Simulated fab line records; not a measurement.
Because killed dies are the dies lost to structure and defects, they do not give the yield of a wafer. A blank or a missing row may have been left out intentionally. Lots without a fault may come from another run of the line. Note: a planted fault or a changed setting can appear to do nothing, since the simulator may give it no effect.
Chamber matching    flow nandHarc    rieDiel-08 running NHARC_A_CHANNEL_HOLE_D1_DESCUM_15: 4 sister chambers
The step chemistry O2, time 3 s. 16 wafers are shown with their chamber, then 7 later ones without.

== WAFERS, EACH WITH ITS CHAMBER ==
wafer   chamber  showerheadPlenumPTorr (Torr)  drypumpMotorCurrentA (A)  oesProductAu (a.u.)
L726.2  3        1.90                          5.6                       0.983
L726.5  2        2.04                          6.2                       0.993
L726.6  1        1.84                          5.3                       0.984
L729.1  3        1.90                          5.6                       0.995
L729.2  2        2.04                          6.2                       0.998
L729.3  1        1.84                          5.3                       0.985
L730.1  3        1.90                          5.6                       0.984
L730.3  0        1.90                          5.0                       1.003
L730.5  3        1.90                          5.6                       0.994
L731.2  1        1.84                          5.3                       0.997
L731.3  3        1.90                          5.6                       0.986
L731.5  2        2.04                          6.3                       1.013
L734.1  2        2.04                          6.2                       1.009
L734.3  0        1.90                          5.0                       0.992
L734.6  3        1.90                          5.6                       0.985
L735.1  3        1.89                          5.6                       0.998

SIGNATURES (averages over the wafers above)
reading                chamber 0  chamber 1  chamber 2  chamber 3  scatter within a chamber
showerheadPlenumPTorr  1.9000     1.8400     2.0400     1.8986     0.00267
drypumpMotorCurrentA   5.000      5.300      6.225      5.600      0.025
oesProductAu           0.99750    0.98867    1.00325    0.98929    0.00738
Rule: distance of a wafer from a chamber = root of the sum over the readings of ((wafer's reading minus chamber's mean) / reading's scatter) squared. The wafer belongs to the nearest chamber; if the next one is less than 2 further off, it can't be placed. The scatter is the square root of a quotient: the sum, over the shown wafers, of each reading's squared deviation from its chamber's mean, divided by wafers minus chambers.

== WAFERS MISSING THEIR CHAMBER ==
wafer   showerheadPlenumPTorr (Torr)  drypumpMotorCurrentA (A)  oesProductAu (a.u.)
L735.2  2.04                          6.2                       0.998
L735.4  1.83                          5.3                       0.996
L737.4  2.04                          6.2                       1.003
L738.5  2.04                          6.2                       0.990
L746.2  1.89                          5.6                       0.989
L746.3  2.04                          6.2                       0.982
L746.4  1.83                          5.3                       0.991

== THE CHAMBER EACH PASSED THROUGH ==
wafer   from the rows above  in truth
L735.2  2                    2
L735.4  1                    1
L737.4  2                    2
L738.5  2                    2
L746.2  3                    3
L746.3  2                    2
L746.4  1                    1
Placed correctly: 7 of 7. From these rows, 0 cannot be placed. Placed wrongly: 0.
